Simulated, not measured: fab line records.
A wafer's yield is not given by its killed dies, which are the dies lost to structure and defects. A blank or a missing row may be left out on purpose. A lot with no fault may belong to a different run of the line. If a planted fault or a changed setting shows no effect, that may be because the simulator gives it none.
Lot-split experiment | flow n5 finfet | 21 wafers read across 7 lots, on a route 1938 steps long

THE SPLIT ITSELF
At N5_BEOL_M2_PECVD_72 (deposits SiO2 from TEOS/O2, target thk 16 nm, time 18 s), the setting time s was moved away from the recipe's 18 s on 7 of the 21 wafers read, by -14.7% to +6.7%. This setting was run at the recipe's value on the other wafers.

The split's own step is where the reading is taken.

THE READING
SiO2_of_BEOL_M2_PECVD_72.thk nm (the simulator's own value, which no gauge read), in nm, at N5_BEOL_M2_PECVD_72 (deposits SiO2 from TEOS/O2, target thk 16 nm, time 18 s). No usual value for it is given in the file. The 14 wafers here that ran the recipe average 16.0 nm, standard deviation 0.28 nm.

wafer  | tool, chamber at the split | time s as run, s | against the recipe | SiO2_of_BEOL_M2_PECVD_72.thk nm, nm | against lot-mates on the recipe
L080.2 | pecvd-01, 1                | 17.25            | -4.2%              | 15.2                                | -0.5
L080.3 | pecvd-01, 2                | 18               | recipe             | 15.6                                | -
L080.4 | pecvd-01, 2                | 18               | recipe             | 15.8                                | -
L085.3 | pecvd-03, 1                | 18               | recipe             | 16                                  | -
L085.5 | pecvd-03, 2                | 18               | recipe             | 16.4                                | -
L085.6 | pecvd-03, 0                | 18               | recipe             | 16.6                                | -
L088.2 | pecvd-01, 2,0              | 18               | recipe             | 15.8                                | -
L088.3 | pecvd-01, 2,0              | 18               | recipe             | 15.8                                | -
L088.5 | pecvd-01, 1                | 18               | recipe             | 16.4                                | -
L089.3 | pecvd-02, 1                | 18               | recipe             | 16                                  | -
L089.4 | pecvd-02, 0                | 19.21            | +6.7%              | 17.2                                | +1.2
L089.6 | pecvd-02, 0                | 19.21            | +6.7%              | 17.4                                | +1.4
L090.1 | pecvd-02, 1                | 15.35            | -14.7%             | 13.4                                | -2.8
L090.4 | pecvd-02, 0                | 18               | recipe             | 16.2                                | -
L090.5 | pecvd-02, 0                | 15.35            | -14.7%             | 14                                  | -2.2
L091.2 | pecvd-01, 2                | 18               | recipe             | 15.8                                | -
L091.6 | pecvd-01, 2                | 18               | recipe             | 15.8                                | -
L091.5 | pecvd-01, 1                | 18               | recipe             | 16                                  | -
L095.1 | pecvd-03, 1                | 17.3             | -3.9%              | 15.2                                | -0.8
L095.2 | pecvd-03, 0                | 17.3             | -3.9%              | 15.4                                | -0.6
L095.4 | pecvd-03, 0                | 18               | recipe             | 16                                  | -
Rows listing several chambers each stand for several wafers; the file does not say which wafer went through which chamber.

THE FIT
A straight line over all 21 wafers: SiO2_of_BEOL_M2_PECVD_72.thk nm changes by +0.166 nm for each +1% of time s; r = +0.96; the points scatter about the line by 0.27 nm.
The same after taking each lot's own level away (the mean of its wafers on the recipe; 21 wafers): +0.174 nm for each +1%; r = +0.98; scatter 0.2 nm.
On that fit, the largest move of time s shifts the reading by 2.6 nm.
The span of the lots' own levels, 15.70 to 16.33 nm, comes to 2.3 times the standard deviation stated above.
So the lot-to-lot level changes the slope little: the two slopes agree.
Check: with one of the wafers moved furthest among these (-14.7%) left out of the fit, the line predicts -2.37 nm for it against its lot-mates. It came out at -2.8 nm against them.

THE OTHER SPLITS THESE WAFERS WENT THROUGH
Other splits were also applied to these wafers ahead of the reading. Each is held against what the fit with the lots' levels taken away leaves over:
other split on the same wafers          | wafers away from the commonest value | r with SiO2_of_BEOL_M2_PECVD_72.thk nm (lot level and that fit taken away)
N5_MOL_CONTACT_COAG_ETCHBACK_135 time s | 9                                    | +0.02
N5_MOL_CONTACT_COAG_VIA_ETCH_46 bias w  | 8                                    | -0.14
N5_BEOL_M0_SAQP_EXPOSE_11 dose mj       | 9                                    | -0.16
N5_BEOL_M0_SAQP_ETCH_84 time s          | 6                                    | +0.26
N5_BEOL_M0_SAQP_ETCH_107 bias w         | 9                                    | -0.06
N5_BEOL_M1_HM_DEP_02 target thk a       | 2                                    | -0.30
N5_BEOL_M1_COAT_61 spin rpm             | 7                                    | +0.02
N5_BEOL_M1_EXPOSE_25 dose mj            | 5                                    | +0.24

FILE'S OWN FIT
SiO2_of_BEOL_M2_PECVD_72.thk nm changes by +0.171 nm for each +1% of time s, r = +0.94.
